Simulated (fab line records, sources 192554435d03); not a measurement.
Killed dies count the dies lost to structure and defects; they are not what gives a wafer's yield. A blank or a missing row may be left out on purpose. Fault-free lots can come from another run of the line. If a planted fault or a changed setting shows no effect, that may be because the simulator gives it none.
Matching of chambers || flow n5Finfet || N5_FIN_SAQP_FIN_ETCH_36 on rieSi-03 has 4 sister chambers
The step etches the open film in HBr/Cl2/O2, target depth 120 nm, time 50.4 s. 18 wafers are shown with their chamber, then 9 later ones without.

EACH WAFER AND ITS CHAMBER
{"wafer": "L075.2", "chamber": 1, "drypumpMotorCurrentA (A)": 5.7, "throttleValvePct (%)": 35.83, "oesProductAu (a.u.)": 0.971}
{"wafer": "L075.4", "chamber": 2, "drypumpMotorCurrentA (A)": 6.2, "throttleValvePct (%)": 35.59, "oesProductAu (a.u.)": 1.015}
{"wafer": "L075.5", "chamber": 0, "drypumpMotorCurrentA (A)": 4.7, "throttleValvePct (%)": 35.90, "oesProductAu (a.u.)": 0.995}
{"wafer": "L076.1", "chamber": 0, "drypumpMotorCurrentA (A)": 4.6, "throttleValvePct (%)": 35.91, "oesProductAu (a.u.)": 0.988}
{"wafer": "L076.3", "chamber": 3, "drypumpMotorCurrentA (A)": 5.3, "throttleValvePct (%)": 36.04, "oesProductAu (a.u.)": 1.052}
{"wafer": "L076.4", "chamber": 2, "drypumpMotorCurrentA (A)": 6.2, "throttleValvePct (%)": 35.57, "oesProductAu (a.u.)": 1.016}
{"wafer": "L078.1", "chamber": 0, "drypumpMotorCurrentA (A)": 4.6, "throttleValvePct (%)": 35.90, "oesProductAu (a.u.)": 0.990}
{"wafer": "L078.3", "chamber": 3, "drypumpMotorCurrentA (A)": 5.3, "throttleValvePct (%)": 36.04, "oesProductAu (a.u.)": 1.044}
{"wafer": "L078.6", "chamber": 0, "drypumpMotorCurrentA (A)": 4.7, "throttleValvePct (%)": 35.91, "oesProductAu (a.u.)": 0.988}
{"wafer": "L080.1", "chamber": 0, "drypumpMotorCurrentA (A)": 4.6, "throttleValvePct (%)": 35.90, "oesProductAu (a.u.)": 0.982}
{"wafer": "L080.2", "chamber": 3, "drypumpMotorCurrentA (A)": 5.3, "throttleValvePct (%)": 36.05, "oesProductAu (a.u.)": 1.042}
{"wafer": "L080.4", "chamber": 2, "drypumpMotorCurrentA (A)": 6.2, "throttleValvePct (%)": 35.60, "oesProductAu (a.u.)": 1.013}
{"wafer": "L082.1", "chamber": 0, "drypumpMotorCurrentA (A)": 4.7, "throttleValvePct (%)": 35.92, "oesProductAu (a.u.)": 0.988}
{"wafer": "L082.2", "chamber": 1, "drypumpMotorCurrentA (A)": 5.7, "throttleValvePct (%)": 35.84, "oesProductAu (a.u.)": 0.970}
{"wafer": "L082.6", "chamber": 2, "drypumpMotorCurrentA (A)": 6.2, "throttleValvePct (%)": 35.58, "oesProductAu (a.u.)": 1.014}
{"wafer": "L084.1", "chamber": 1, "drypumpMotorCurrentA (A)": 5.7, "throttleValvePct (%)": 35.84, "oesProductAu (a.u.)": 0.964}
{"wafer": "L084.3", "chamber": 2, "drypumpMotorCurrentA (A)": 6.2, "throttleValvePct (%)": 35.61, "oesProductAu (a.u.)": 1.000}
{"wafer": "L084.6", "chamber": 1, "drypumpMotorCurrentA (A)": 5.7, "throttleValvePct (%)": 35.85, "oesProductAu (a.u.)": 0.969}

SIGNATURES, as means of the wafers listed above
{"reading": "drypumpMotorCurrentA", "chamber 0": 4.650, "chamber 1": 5.700, "chamber 2": 6.200, "chamber 3": 5.300, "scatter within a chamber": 0.0327}
{"reading": "throttleValvePct", "chamber 0": 35.9067, "chamber 1": 35.8400, "chamber 2": 35.5900, "chamber 3": 36.0433, "scatter within a chamber": 0.0107}
{"reading": "oesProductAu", "chamber 0": 0.98850, "chamber 1": 0.96850, "chamber 2": 1.01160, "chamber 3": 1.04600, "scatter within a chamber": 0.00497}
Rule: for each reading, subtract the chamber's mean from the wafer's reading, divide by that reading's scatter and square the result; add these up over the readings and take the root, which gives the wafer's distance from the chamber. If the next closest chamber is less than 2 further off than the closest, the wafer can't be placed; otherwise it belongs to the closest. The scatter: the root of (the sum of the squares of (reading less its chamber's mean) over the shown wafers, divided by (wafers less chambers)).

WAFERS WHOSE CHAMBER IS MISSING
{"wafer": "L090.1", "drypumpMotorCurrentA (A)": 6.2, "throttleValvePct (%)": 35.60, "oesProductAu (a.u.)": 1.029}
{"wafer": "L090.3", "drypumpMotorCurrentA (A)": 5.3, "throttleValvePct (%)": 36.04, "oesProductAu (a.u.)": 1.048}
{"wafer": "L090.5", "drypumpMotorCurrentA (A)": 4.7, "throttleValvePct (%)": 35.91, "oesProductAu (a.u.)": 0.977}
{"wafer": "L091.2", "drypumpMotorCurrentA (A)": 5.7, "throttleValvePct (%)": 35.82, "oesProductAu (a.u.)": 0.981}
{"wafer": "L091.3", "drypumpMotorCurrentA (A)": 4.6, "throttleValvePct (%)": 35.91, "oesProductAu (a.u.)": 0.993}
{"wafer": "L091.4", "drypumpMotorCurrentA (A)": 5.3, "throttleValvePct (%)": 36.02, "oesProductAu (a.u.)": 1.052}
{"wafer": "L092.1", "drypumpMotorCurrentA (A)": 5.3, "throttleValvePct (%)": 36.05, "oesProductAu (a.u.)": 1.048}
{"wafer": "L092.2", "drypumpMotorCurrentA (A)": 6.2, "throttleValvePct (%)": 35.57, "oesProductAu (a.u.)": 1.015}
{"wafer": "L092.5", "drypumpMotorCurrentA (A)": 6.2, "throttleValvePct (%)": 35.60, "oesProductAu (a.u.)": 1.025}

EACH ONE'S CHAMBER
{"wafer": "L090.1", "from the rows above": 2, "in truth": 2}
{"wafer": "L090.3", "from the rows above": 3, "in truth": 3}
{"wafer": "L090.5", "from the rows above": 0, "in truth": 0}
{"wafer": "L091.2", "from the rows above": 1, "in truth": 1}
{"wafer": "L091.3", "from the rows above": 0, "in truth": 0}
{"wafer": "L091.4", "from the rows above": 3, "in truth": 3}
{"wafer": "L092.1", "from the rows above": 3, "in truth": 3}
{"wafer": "L092.2", "from the rows above": 2, "in truth": 2}
{"wafer": "L092.5", "from the rows above": 2, "in truth": 2}
9 of 9 placed correctly. From these rows, 0 cannot be placed. Wrongly placed: 0.
